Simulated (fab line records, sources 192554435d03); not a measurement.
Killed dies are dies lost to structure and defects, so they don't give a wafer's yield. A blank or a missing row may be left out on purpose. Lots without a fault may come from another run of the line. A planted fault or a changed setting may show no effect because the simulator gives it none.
Chamber matching | flow n5_finfet | N5_MOL_CONTACT_COAG_ALD_27 on ald_sin-01: 4 sister chambers
The step deposits SiOC, target thk 17 nm, pulse time 1.5 s, time 2720 s. 30 wafers are shown with their chamber, then 12 later ones without.

WAFERS WITH THEIR CHAMBER
wafer  | chamber | heater_power_w (W) | precursor_pulse_height_rel
L074.1 | 1       | 597                | 0.983
L074.2 | 0       | 936                | 1.021
L074.3 | 3       | 1073               | 1.016
L074.4 | 2       | 729                | 0.988
L074.5 | 1       | 585                | 0.986
L074.6 | 2       | 722                | 1.031
L076.2 | 3       | 1077               | 1.002
L076.5 | 0       | 958                | 0.992
L076.6 | 1       | 585                | 0.948
L080.3 | 1       | 614                | 0.995
L080.4 | 2       | 710                | 0.999
L080.5 | 0       | 955                | 0.993
L081.1 | 0       | 955                | 0.993
L081.2 | 1       | 591                | 1.018
L081.3 | 2       | 710                | 1.010
L081.4 | 3       | 1058               | 0.992
L081.5 | 0       | 933                | 1.011
L081.6 | 3       | 1066               | 0.985
L083.2 | 2       | 706                | 1.000
L083.3 | 1       | 605                | 0.992
L083.4 | 3       | 1083               | 0.997
L084.1 | 2       | 729                | 1.014
L084.2 | 1       | 586                | 1.009
L084.3 | 3       | 1090               | 0.997
L084.4 | 0       | 910                | 1.027
L084.5 | 1       | 582                | 0.978
L084.6 | 2       | 724                | 0.999
L086.1 | 0       | 915                | 0.955
L086.3 | 3       | 1064               | 0.996
L086.5 | 0       | 921                | 0.995

SIGNATURES (means of the wafers above)
reading                    | chamber 0 | chamber 1 | chamber 2 | chamber 3 | scatter within a chamber
heater_power_w             | 935.38    | 593.12    | 718.57    | 1073.00   | 13.6
precursor_pulse_height_rel | 0.99838   | 0.98862   | 1.00586   | 0.99786   | 0.0179
Rule: a wafer's distance from a chamber is the root of the sum, over the readings, of the square of ((its reading less the chamber's mean) divided by the reading's scatter). The wafer belongs to the nearest chamber; if the next one is less than 2 further off, it can't be placed. The scatter: the root of (the sum of the squares of (reading less its chamber's mean) over the shown wafers, divided by (wafers less chambers)).

WAFERS WITHOUT THEIR CHAMBER
wafer  | heater_power_w (W) | precursor_pulse_height_rel
L092.1 | 560                | 1.001
L092.4 | 768                | 0.975
L092.6 | 550                | 0.991
L094.1 | 1073               | 0.982
L094.2 | 924                | 1.005
L094.5 | 921                | 0.959
L095.1 | 934                | 0.993
L095.2 | 1105               | 1.027
L095.5 | 945                | 0.984
L096.1 | 772                | 1.014
L096.2 | 921                | 1.031
L096.6 | 1062               | 1.016

WHICH CHAMBER EACH WENT THROUGH
wafer  | from the rows above | in truth
L092.1 | 1                   | 1
L092.4 | 2                   | 2
L092.6 | 1                   | 1
L094.1 | 3                   | 3
L094.2 | 0                   | 0
L094.5 | 0                   | 0
L095.1 | 0                   | 0
L095.2 | 3                   | 3
L095.5 | 0                   | 0
L096.1 | 2                   | 2
L096.2 | 0                   | 0
L096.6 | 3                   | 3
Placed correctly: 12 of 12. Can't be placed from these rows: 0. Placed wrongly: 0.
